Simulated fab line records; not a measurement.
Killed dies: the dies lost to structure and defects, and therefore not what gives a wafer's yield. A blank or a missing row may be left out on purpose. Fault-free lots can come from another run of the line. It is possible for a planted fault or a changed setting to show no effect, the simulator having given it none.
fab line records / flow n5-finfet
record lots=3 wafers=9 last-day=17
route steps=1938 shown BEOL_M5@1160 BEOL_M6@1194 BEOL_M15@1830 PASSIVATION@1936
lots that met no fault: from a run of the same line without faults
start-h: start of the lot's first displayed wafer, in hours after the record's first day / wait-h: hours elapsed since this lot's preceding step / " same as the row above / L1.1+2: several wafers, shown together as one row / - no value, or no start was given / * or withheld: withheld / < > ~ a bound
route shown NAME@n: NAME is a module with steps in the file, n the number in the route of the first one / usual: mean/standard deviation taken from wafers without a fault / same: alike in all rows / chamber/n: place in a boat / sites: each site's reading / _std_site: standard deviation across them / _edge_site: outer sites' mean less inner sites' / radius-mm: how far each site lies from the wafer's centre / mask NAME#n: copy n / behind: tool/chamber where the wafer was last shaped / hold: the reason the lot was held/the length of the hold in hours/how it ended / device: the n, p or np transistor that did not switch / end of line: the tests these same wafers got at the end of their route / a step without rows: its recipe alone / killed: at the first sort, the dies lost to defects and structure; wafer yield is something else / map: per-die view of a wafer (x killed, . not killed, _ where there is no die)
set.NAME: setting as actually run; set.NAME@STEP: the setting as run at that earlier step / model.NAME: the simulator's own value behind a step, which no gauge read
lots at selected steps of the route; one table per step, one row per wafer
services: from which hour (start-h, from the record's first day; less than 0 if before it) a tool's chamber was out of use, for how many hours, and why
## steps
# step N5_BEOL_M5_TRENCH_ETCH_37
# recipe chemistry=C4F6/O2 target-depth-a=716.52 target=SiCOH_lowk time-s=24.7 ion-energy-ev=250 pressure-mtorr=30 source-w=345 bias-w=185 Ar_flow_sccm=300 C4F6_flow_sccm=10 O2_flow_sccm=10
# step N5_BEOL_M5_ETCH_41
# recipe chemistry=CH3F/O2 target=SiCN target-depth-a=315 taper-deg=2 time-s=56.7 ion-energy-ev=120 mask-material=TiN pressure-mtorr=30 source-w=395 bias-w=75 Ar_flow_sccm=150 CH3F_flow_sccm=30 O2_flow_sccm=20
# step N5_BEOL_M5_STRIP_91
# recipe chemistry=N2/H2 time-s=10 power-w=450 temp-c=40 pressure-mtorr=20 rf-frequency-hz=6e+07 bias-power-w=7 n2-flow-sccm=200 h2-flow-sccm=200
# step N5_BEOL_M5_HM_STRIP_39
# recipe chemistry=peroxide-tin-strip material=TiN target-depth-a=250 temp-c=50 time-s=158
# step N5_BEOL_M5_SRD_40
# recipe time-s=30 temp-c=23 rinse-liquid=diw dry=ipa-marangoni
# step N5_BEOL_M5_PRECLEAN_42
# recipe chemistry=residue-remover time-s=60 temp-c=40
# step N5_BEOL_M5_SRD_43
# recipe time-s=30 temp-c=23 rinse-liquid=diw dry=ipa-marangoni
# step N5_BEOL_M5_CURE_80
# recipe temp-c=370 time-s=120 ambient=DMADMS/He material=SiCOH_lowk
# step N5_BEOL_M5_DEGAS_44
# recipe ambient=vacuum temp-c=250 time-s=60
# step N5_BEOL_M5_PRE_CLEAN_45
# recipe gas=H2/He time-s=30 temp-c=250
# step N5_BEOL_M5_ALD_86
# recipe material=TaN target-thk-a=* temp-c=275 ald-precursor-family=PDMAT ald-co-reactant=NH3 pressure-torr=3 carrier-flow-sccm=1500 pulse-time-s=2 purge-time-s=3 co-reactant-purge-time-s=2 co-reactant-pulse-time-s=3 ald-cycles=30 precursor-vessel-temp-c=75 precursor-vessel-pressure-torr=26.25 precursor-vessel-carrier-sccm=1000
# usual ald-cycles=30/0 heater-power-w=430/57
lot.wafer=L197.2 tool=ald-metal-01 chamber=0 start-h=203.32 wait-h=0.0 ald-cycles=30 heater-power-w=425 model.TaN_of_BEOL_M5_ALD_86.thk-nm=*
lot.wafer=L197.3 tool=ald-metal-01 chamber=2 start-h=203.32 wait-h=0.0 ald-cycles=30 heater-power-w=310 model.TaN_of_BEOL_M5_ALD_86.thk-nm=*
lot.wafer=L197.4 tool=ald-metal-01 chamber=3 start-h=203.32 wait-h=0.0 ald-cycles=30 heater-power-w=444 model.TaN_of_BEOL_M5_ALD_86.thk-nm=*
lot.wafer=L206.2 tool=ald-metal-01 chamber=1 start-h=263.72 wait-h=0.1 ald-cycles=54 heater-power-w=468 model.TaN_of_BEOL_M5_ALD_86.thk-nm=*
lot.wafer=L206.5 tool=ald-metal-01 chamber=1 start-h=263.72 wait-h=0.1 ald-cycles=54 heater-power-w=455 model.TaN_of_BEOL_M5_ALD_86.thk-nm=*
lot.wafer=L206.6 tool=ald-metal-01 chamber=2 start-h=263.72 wait-h=0.1 ald-cycles=30 heater-power-w=317 model.TaN_of_BEOL_M5_ALD_86.thk-nm=*
lot.wafer=L214.1 tool=ald-metal-03 chamber=1 start-h=305.76 wait-h=0.1 ald-cycles=30 heater-power-w=509 model.TaN_of_BEOL_M5_ALD_86.thk-nm=*
lot.wafer=L214.3 tool=ald-metal-03 chamber=3 start-h=305.76 wait-h=0.1 ald-cycles=30 heater-power-w=422 model.TaN_of_BEOL_M5_ALD_86.thk-nm=*
lot.wafer=L214.6 tool=ald-metal-03 chamber=3 start-h=305.76 wait-h=0.1 ald-cycles=30 heater-power-w=416 model.TaN_of_BEOL_M5_ALD_86.thk-nm=*
# step N5_BEOL_M5_SURFACE_TREAT_87
# recipe gas=Ar time-s=* ion-energy-ev=* ion-current-ma-cm2=0.5 pressure-mtorr=* ar-flow-sccm=30
# step N5_BEOL_M5_CVD_47
# recipe material=Co target-thk-a=30 temp-c=withheld precursor=CCTBA/H2 pressure-torr=30 time-s=216
# step N5_BEOL_M5_SPUTTER_48
# recipe material=Cu target-thk-a=150 temp-c=-20 chamber-pressure-pa=0.07 power-w=withheld time-s=27.62
# step N5_BEOL_M5_ANNEAL_49
# recipe temp-c=400 time-s=1800 ambient=vacuum
# step N5_BEOL_M5_SPUTTER_81
# recipe material=Cu target-thk-a=150 temp-c=-20 chamber-pressure-pa=0.07 power-w=withheld time-s=27.62
# step N5_BEOL_M5_ANNEAL_82
# recipe temp-c=400 time-s=1800 ambient=vacuum
# step N5_BEOL_M5_SPUTTER_83
# recipe material=Cu target-thk-a=150 temp-c=-20 chamber-pressure-pa=0.07 power-w=withheld time-s=27.62
# step N5_BEOL_M5_ANNEAL_84
# recipe temp-c=400 time-s=1800 ambient=vacuum
# step N5_BEOL_M5_SPUTTER_88
# recipe material=Cu target-thk-a=150 temp-c=-20 chamber-pressure-pa=0.07 power-w=withheld time-s=27.62
# step N5_BEOL_M5_ANNEAL_89
# recipe temp-c=400 time-s=1800 ambient=vacuum
# step N5_BEOL_M5_SPUTTER_90
# recipe material=Cu target-thk-a=45 temp-c=-20 chamber-pressure-pa=0.07 power-w=withheld time-s=8.29
# step N5_BEOL_M5_ECD_50
# recipe material=Cu target-thk-a=3000
# step N5_BEOL_M5_ANNEAL_51
# recipe temp-c=225 time-s=90 ambient=N2
# step N5_BEOL_M5_CMP_52
# recipe stop-on=SiCOH_lowk t-overpolish-s=6.9 down-force-psi=1 platen-rpm=50 clearing-platen-down-force-psi=1.5 clearing-platen-rpm=50 post-cmp-clean=cu-alkaline target-thk-nm=62 clearing-platen-pad-velocity-m-s=0.99484 pad-velocity-m-s=0.99484
# usual barrier-field-endpoint-s=24.8/0.42 clearing-platen-rpm=50.001/0.025 edge-zone-pressure-frac=1.001/0.0052 motor-current-A=6.3/0.7
lot.wafer=L197.2 tool=cmp-01 chamber=0 start-h=209.05 wait-h=0.2 barrier-field-endpoint-s=24.9 clearing-platen-rpm=50.004 edge-zone-pressure-frac=1.000 motor-current-A=5.9
lot.wafer=L197.4 tool=cmp-01 chamber=1 start-h=209.05 wait-h=0.2 barrier-field-endpoint-s=25.9 clearing-platen-rpm=49.988 edge-zone-pressure-frac=1.000 motor-current-A=6.7
lot.wafer=L197.3 tool=cmp-01 chamber=2 start-h=209.05 wait-h=0.2 barrier-field-endpoint-s=24.4 clearing-platen-rpm=49.963 edge-zone-pressure-frac=1.001 motor-current-A=5.6
lot.wafer=L206.2 tool=cmp-02 chamber=3 start-h=269.28 wait-h=0.3 barrier-field-endpoint-s=26.0 clearing-platen-rpm=49.990 edge-zone-pressure-frac=0.993 motor-current-A=7.8
lot.wafer=L206.5 tool=cmp-02 chamber=2 start-h=269.28 wait-h=0.3 barrier-field-endpoint-s=26.4 clearing-platen-rpm=50.027 edge-zone-pressure-frac=1.001 motor-current-A=6.5
lot.wafer=L206.6 tool=cmp-02 chamber=3 start-h=269.28 wait-h=0.3 barrier-field-endpoint-s=25.3 clearing-platen-rpm=49.966 edge-zone-pressure-frac=0.999 motor-current-A=7.9
lot.wafer=L214.1 tool=cmp-03 chamber=0 start-h=311.13 wait-h=0.3 barrier-field-endpoint-s=24.3 clearing-platen-rpm=50.030 edge-zone-pressure-frac=1.002 motor-current-A=5.7
lot.wafer=L214.3 tool=cmp-03 chamber=1 start-h=311.13 wait-h=0.3 barrier-field-endpoint-s=24.2 clearing-platen-rpm=49.987 edge-zone-pressure-frac=1.005 motor-current-A=5.8
lot.wafer=L214.6 tool=cmp-03 chamber=0 start-h=311.13 wait-h=0.3 barrier-field-endpoint-s=24.7 clearing-platen-rpm=50.009 edge-zone-pressure-frac=0.995 motor-current-A=5.6
# step N5_BEOL_M5_PRE_CLEAN_77
# recipe gas=NH3/H2 time-s=15 temp-c=* rf-power-w=300
# step N5_BEOL_M5_CO_CAP_78
# recipe material=Co target-thk-a=20 temp-c=200 precursor=CCTBA/H2 pressure-torr=30 time-s=102.1
# step N5_BEOL_M5_PRE_CLEAN_55
# recipe gas=NH3 time-s=15 temp-c=withheld rf-power-w=300
# step N5_BEOL_M5_DEP_56
# recipe material=SiCN target-thk-a=80 temp-c=withheld precursor=3MS/NH3 pressure-torr=3 rf-w=202 time-s=14
# step N5_BEOL_M6_ILD_DEP_00
# recipe material=SiCOH_lowk target-thk-a=1797.5 temp-c=300 precursor=DEMS/porogen pressure-torr=5 rf-w=500 time-s=33.4
# step N5_BEOL_M6_CURE_74
# recipe temp-c=385 time-s=240 ambient=He/Ar material=SiCOH_lowk
# step N5_BEOL_M6_PECVD_70
# recipe material=SiO2 target-thk-a=200 temp-c=400 precursor=TEOS/O2 pressure-torr=5.5 rf-w=450 teos-flow-sccm=53.8 gas=O2 flow-sccm=3000 time-s=22.7
# step N5_BEOL_M6_HM_DEP_02
# recipe material=TiN target-thk-a=200 temp-c=25 chamber-pressure-pa=0.49996
# step N5_BEOL_M6_COAT_59
# recipe resist=SOC temp-c=250 time-s=60 spin-rpm=1500 resist-thk-nm=100
# step N5_BEOL_M6_COAT_60
# recipe resist=SiARC temp-c=220 time-s=60 spin-rpm=1500 resist-thk-nm=35
# step N5_BEOL_M6_COAT_05
# recipe resist=CAR-ArF spin-rpm=1500 resist-thk-nm=90
# step N5_BEOL_M15_RC_MEAS_101
# usual COMB_M10=1.4e-11/3.2e-12 COMB_M11=1.46e-11/2.9e-12 COMB_M12=6.4e-12/1.3e-12 COMB_M13=4.7e-12/1e-12 COMB_M14=3.6e-12/7.9e-13 COMB_M15=2.6e-12/5.1e-13 COMB_M5=3.6e-11/7.6e-12 COMB_M6=2.4e-11/4.9e-12 COMB_M7=2.5e-11/5e-12 COMB_M8=2.6e-11/5.5e-12 COMB_M9=1.5e-11/3.2e-12 SERP_M10=3.06/0.068 SERP_M11=3.08/0.068 SERP_M12=0.629/0.014 SERP_M13=0.311/0.0052 SERP_M14=0.159/0.0031 SERP_M5=38.5/1.3 SERP_M5_max_site=40.1/1.5 SERP_M6=13.7/0.42 SERP_M7=13.8/0.45 SERP_M8=13.9/0.43 SERP_M8_max_site=14.4/0.46 SERP_M9=3.09/0.075
lot.wafer=L197.2 tool=prober-01 chamber=0 start-h=288.53 wait-h=0.2 COMB_M10[S/m]=1.5e-11 COMB_M11[S/m]=9.2e-12 COMB_M12[S/m]=5.6e-12 COMB_M13[S/m]=4.5e-12 COMB_M14[S/m]=4.6e-12 COMB_M15[S/m]=1.8e-12 COMB_M5[S/m]=2.8e-11 COMB_M6[S/m]=2.5e-11 COMB_M7[S/m]=3.4e-11 COMB_M8[S/m]=2.5e-11 COMB_M9[S/m]=1.6e-11 SERP_M10[ohm/um]=3.16 SERP_M11[ohm/um]=2.96 SERP_M12[ohm/um]=0.618 SERP_M13[ohm/um]=0.313 SERP_M14[ohm/um]=0.160 SERP_M5[ohm/um]=38.3 SERP_M5_max_site[ohm/um]=39.4 SERP_M6[ohm/um]=13.7 SERP_M7[ohm/um]=12.9 SERP_M8[ohm/um]=14.0 SERP_M8_max_site[ohm/um]=15.0 SERP_M9[ohm/um]=2.91
lot.wafer=L197.3 tool=prober-01 chamber=0 start-h=288.53 wait-h=0.2 COMB_M10[S/m]=1.8e-11 COMB_M11[S/m]=9.6e-12 COMB_M12[S/m]=1.03e-11 COMB_M13[S/m]=7.7e-12 COMB_M14[S/m]=4e-12 COMB_M15[S/m]=2.1e-12 COMB_M5[S/m]=2.6e-11 COMB_M6[S/m]=2.9e-11 COMB_M7[S/m]=2.3e-11 COMB_M8[S/m]=1.6e-11 COMB_M9[S/m]=1.2e-11 SERP_M10[ohm/um]=3.02 SERP_M11[ohm/um]=3.13 SERP_M12[ohm/um]=0.611 SERP_M13[ohm/um]=0.312 SERP_M14[ohm/um]=0.158 SERP_M5[ohm/um]=35.9 SERP_M5_max_site[ohm/um]=37.0 SERP_M6[ohm/um]=14.2 SERP_M7[ohm/um]=13.3 SERP_M8[ohm/um]=13.6 SERP_M8_max_site[ohm/um]=14.0 SERP_M9[ohm/um]=3.05
lot.wafer=L197.4 tool=prober-01 chamber=0 start-h=288.53 wait-h=0.2 COMB_M10[S/m]=1.1e-11 COMB_M11[S/m]=1.04e-11 COMB_M12[S/m]=8.5e-12 COMB_M13[S/m]=7e-12 COMB_M14[S/m]=4.4e-12 COMB_M15[S/m]=3.1e-12 COMB_M5[S/m]=3.3e-11 COMB_M6[S/m]=2.5e-11 COMB_M7[S/m]=3.2e-11 COMB_M8[S/m]=2.1e-11 COMB_M9[S/m]=1.4e-11 SERP_M10[ohm/um]=2.92 SERP_M11[ohm/um]=3.10 SERP_M12[ohm/um]=0.600 SERP_M13[ohm/um]=0.318 SERP_M14[ohm/um]=0.153 SERP_M5[ohm/um]=38.2 SERP_M5_max_site[ohm/um]=39.5 SERP_M6[ohm/um]=13.7 SERP_M7[ohm/um]=13.1 SERP_M8[ohm/um]=14.0 SERP_M8_max_site[ohm/um]=14.6 SERP_M9[ohm/um]=3.04
lot.wafer=L206.2 tool=prober-01 chamber=0 start-h=344.30 wait-h=0.2 COMB_M10[S/m]=1.7e-11 COMB_M11[S/m]=1.07e-11 COMB_M12[S/m]=6.5e-12 COMB_M13[S/m]=6.3e-12 COMB_M14[S/m]=3.2e-12 COMB_M15[S/m]=3.1e-12 COMB_M5[S/m]=4.9e-11 COMB_M6[S/m]=3.1e-11 COMB_M7[S/m]=2.5e-11 COMB_M8[S/m]=2.1e-11 COMB_M9[S/m]=1.4e-11 SERP_M10[ohm/um]=3.03 SERP_M11[ohm/um]=3.14 SERP_M12[ohm/um]=0.630 SERP_M13[ohm/um]=0.314 SERP_M14[ohm/um]=0.161 SERP_M5[ohm/um]=45.0 SERP_M5_max_site[ohm/um]=46.9 SERP_M6[ohm/um]=13.8 SERP_M7[ohm/um]=14.0 SERP_M8[ohm/um]=14.5 SERP_M8_max_site[ohm/um]=14.9 SERP_M9[ohm/um]=3.05
lot.wafer=L206.5 tool=prober-01 chamber=0 start-h=344.30 wait-h=0.2 COMB_M10[S/m]=1.2e-11 COMB_M11[S/m]=1.33e-11 COMB_M12[S/m]=4.4e-12 COMB_M13[S/m]=7.1e-12 COMB_M14[S/m]=5.2e-12 COMB_M15[S/m]=2.6e-12 COMB_M5[S/m]=3.2e-11 COMB_M6[S/m]=3.4e-11 COMB_M7[S/m]=2.7e-11 COMB_M8[S/m]=2.7e-11 COMB_M9[S/m]=1.3e-11 SERP_M10[ohm/um]=3.12 SERP_M11[ohm/um]=3.08 SERP_M12[ohm/um]=0.626 SERP_M13[ohm/um]=0.313 SERP_M14[ohm/um]=0.159 SERP_M5[ohm/um]=43.1 SERP_M5_max_site[ohm/um]=45.4 SERP_M6[ohm/um]=13.2 SERP_M7[ohm/um]=14.0 SERP_M8[ohm/um]=13.5 SERP_M8_max_site[ohm/um]=13.7 SERP_M9[ohm/um]=3.12
lot.wafer=L206.6 tool=prober-01 chamber=0 start-h=344.30 wait-h=0.2 COMB_M10[S/m]=1.5e-11 COMB_M11[S/m]=1.81e-11 COMB_M12[S/m]=5.6e-12 COMB_M13[S/m]=7.2e-12 COMB_M14[S/m]=3.7e-12 COMB_M15[S/m]=2.2e-12 COMB_M5[S/m]=4.3e-11 COMB_M6[S/m]=2.6e-11 COMB_M7[S/m]=2.2e-11 COMB_M8[S/m]=2.4e-11 COMB_M9[S/m]=1.6e-11 SERP_M10[ohm/um]=3.11 SERP_M11[ohm/um]=3.09 SERP_M12[ohm/um]=0.644 SERP_M13[ohm/um]=0.315 SERP_M14[ohm/um]=0.158 SERP_M5[ohm/um]=37.6 SERP_M5_max_site[ohm/um]=38.5 SERP_M6[ohm/um]=13.6 SERP_M7[ohm/um]=13.9 SERP_M8[ohm/um]=13.3 SERP_M8_max_site[ohm/um]=13.8 SERP_M9[ohm/um]=2.99
lot.wafer=L214.1 tool=prober-01 chamber=0 start-h=387.82 wait-h=0.0 COMB_M10[S/m]=1.2e-11 COMB_M11[S/m]=1.73e-11 COMB_M12[S/m]=7.2e-12 COMB_M13[S/m]=3.6e-12 COMB_M14[S/m]=2.6e-12 COMB_M15[S/m]=2.5e-12 COMB_M5[S/m]=3.3e-11 COMB_M6[S/m]=3.7e-11 COMB_M7[S/m]=2.3e-11 COMB_M8[S/m]=2.9e-11 COMB_M9[S/m]=1.6e-11 SERP_M10[ohm/um]=3.03 SERP_M11[ohm/um]=3.17 SERP_M12[ohm/um]=0.616 SERP_M13[ohm/um]=0.312 SERP_M14[ohm/um]=0.157 SERP_M5[ohm/um]=40.7 SERP_M5_max_site[ohm/um]=43.1 SERP_M6[ohm/um]=14.5 SERP_M7[ohm/um]=13.7 SERP_M8[ohm/um]=14.0 SERP_M8_max_site[ohm/um]=14.3 SERP_M9[ohm/um]=3.17
lot.wafer=L214.3 tool=prober-01 chamber=0 start-h=387.82 wait-h=0.0 COMB_M10[S/m]=1.1e-11 COMB_M11[S/m]=1.76e-11 COMB_M12[S/m]=4.8e-12 COMB_M13[S/m]=5.2e-12 COMB_M14[S/m]=4.4e-12 COMB_M15[S/m]=4.5e-12 COMB_M5[S/m]=4.5e-11 COMB_M6[S/m]=2.1e-11 COMB_M7[S/m]=2.1e-11 COMB_M8[S/m]=2.8e-11 COMB_M9[S/m]=1.8e-11 SERP_M10[ohm/um]=3.07 SERP_M11[ohm/um]=3.19 SERP_M12[ohm/um]=0.625 SERP_M13[ohm/um]=0.309 SERP_M14[ohm/um]=0.166 SERP_M5[ohm/um]=38.8 SERP_M5_max_site[ohm/um]=40.2 SERP_M6[ohm/um]=13.3 SERP_M7[ohm/um]=14.2 SERP_M8[ohm/um]=14.4 SERP_M8_max_site[ohm/um]=15.2 SERP_M9[ohm/um]=3.31
lot.wafer=L214.6 tool=prober-01 chamber=0 start-h=387.82 wait-h=0.0 COMB_M10[S/m]=1.3e-11 COMB_M11[S/m]=1.83e-11 COMB_M12[S/m]=1.02e-11 COMB_M13[S/m]=4.4e-12 COMB_M14[S/m]=4.4e-12 COMB_M15[S/m]=3e-12 COMB_M5[S/m]=4.1e-11 COMB_M6[S/m]=1.8e-11 COMB_M7[S/m]=2.1e-11 COMB_M8[S/m]=2.6e-11 COMB_M9[S/m]=1.4e-11 SERP_M10[ohm/um]=3.01 SERP_M11[ohm/um]=3.15 SERP_M12[ohm/um]=0.609 SERP_M13[ohm/um]=0.309 SERP_M14[ohm/um]=0.154 SERP_M5[ohm/um]=42.0 SERP_M5_max_site[ohm/um]=43.3 SERP_M6[ohm/um]=13.9 SERP_M7[ohm/um]=13.8 SERP_M8[ohm/um]=13.5 SERP_M8_max_site[ohm/um]=13.9 SERP_M9[ohm/um]=3.25
# sites SERP_M5 radius-mm=0,75,75,75,75,140,140,140,140
L197.2 39.2 39.1 39.4 39.0 38.3 36.4 38.0 36.0 37.0
L206.2 44.5 44.9 45.7 44.7 45.0 46.6 46.9 44.8 46.4
L214.1 40.1 40.5 40.7 41.9 40.3 42.3 40.2 43.1 41.0
# step N5_PASSIVATION_PROBE_49
# usual defect-limited-yield=91.3/1.3 killed_at_M0_to_M3=33/8.9 killed_at_M4_up=15/5.4 killed-at-contacts=13/5.8 killed-at-front-end=39/9.9 killed-at-other=3.2/2.9 killed-dies=102/15 killed-open=68/12 killed-short=34/7.6 sort_bin_5_function=5.1/0.89 sort_bin_6_memory=3.2/0.63 sort-n-pass=1078/15 sort-yield-pct=91.3/1.3
# same gross-dies=1180 killed-at-back-side=0 sort_bin_4_leakage[%]=0 sort_bin_8_speed[%]=0
lot.wafer=L197.3 tool=prober-02 chamber=- start-h=301.14 wait-h=0.1 defect-limited-yield[%]=90.8 killed_at_M0_to_M3=36 killed_at_M4_up=28 killed-at-contacts=8 killed-at-front-end=36 killed-at-other=1 killed-dies=109 killed-open=84 killed-short=25 sort_bin_5_function[%]=6.4 sort_bin_6_memory[%]=2.5 sort-n-pass=1071 sort-yield-pct[%]=90.8
# killed by level:class
L197.3 BEOL_M4:geometric-particle:open=21 FIN_SAQP:geometric-particle:open=12 BEOL_M1:geometric-particle:open=11 BEOL_M2:geometric-particle:open=10 FIN_SAQP:geometric-particle:short=6 BEOL_M3:geometric-particle:open=6 MOL_CONTACT_COAG:geometric-particle:open=5 BEOL_M0_SAQP:geometric-particle:short=4
## services
tool=cmp-03 chamber=- start-h=210.09 hours=40.3 kind=repair
tool=cmp-02 chamber=- start-h=226.81 hours=4.0 kind=pm
tool=ald-metal-03 chamber=2 start-h=227.07 hours=25.8 kind=repair
tool=cmp-02 chamber=- start-h=230.81 hours=- kind=consumable-replace:conditioner
tool=cmp-02 chamber=- start-h=230.81 hours=- kind=consumable-replace:pad
tool=cmp-02 chamber=- start-h=232.15 hours=6.3 kind=pm
tool=cmp-02 chamber=- start-h=253.63 hours=2.3 kind=repair
tool=ald-metal-01 chamber=0 start-h=260.24 hours=7.8 kind=repair
## key
first-sign step=N5_BEOL_M5_ALD_86 reading=ald-cycles direction=up sigmas=99+ usual=* struck=*
effect step=N5_BEOL_M5_CMP_52 reading=barrier-field-endpoint-s direction=up sigmas=3.4 usual=24.8 struck=26.2
effect step=N5_BEOL_M15_RC_MEAS_101 reading=SERP_M5 direction=up sigmas=4.1 usual=38.5 struck=44.0
model-effect step=N5_BEOL_M5_ALD_86 value=TaN_of_BEOL_M5_ALD_86.thk-nm without=* struck=*
met-at N5_BEOL_M5_ALD_86
struck-wafers L206.2,L206.5
onset-between 203.32 263.72
fault kind=process-parameter-drift tool=ald-metal-01 chamber=- onset-h=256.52 steps=N5_BEOL_M5_ALD_86 channel=ald-cycles offset=* shape=step end-h=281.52 scope=struck-wafers-only acts-in=* stated=*
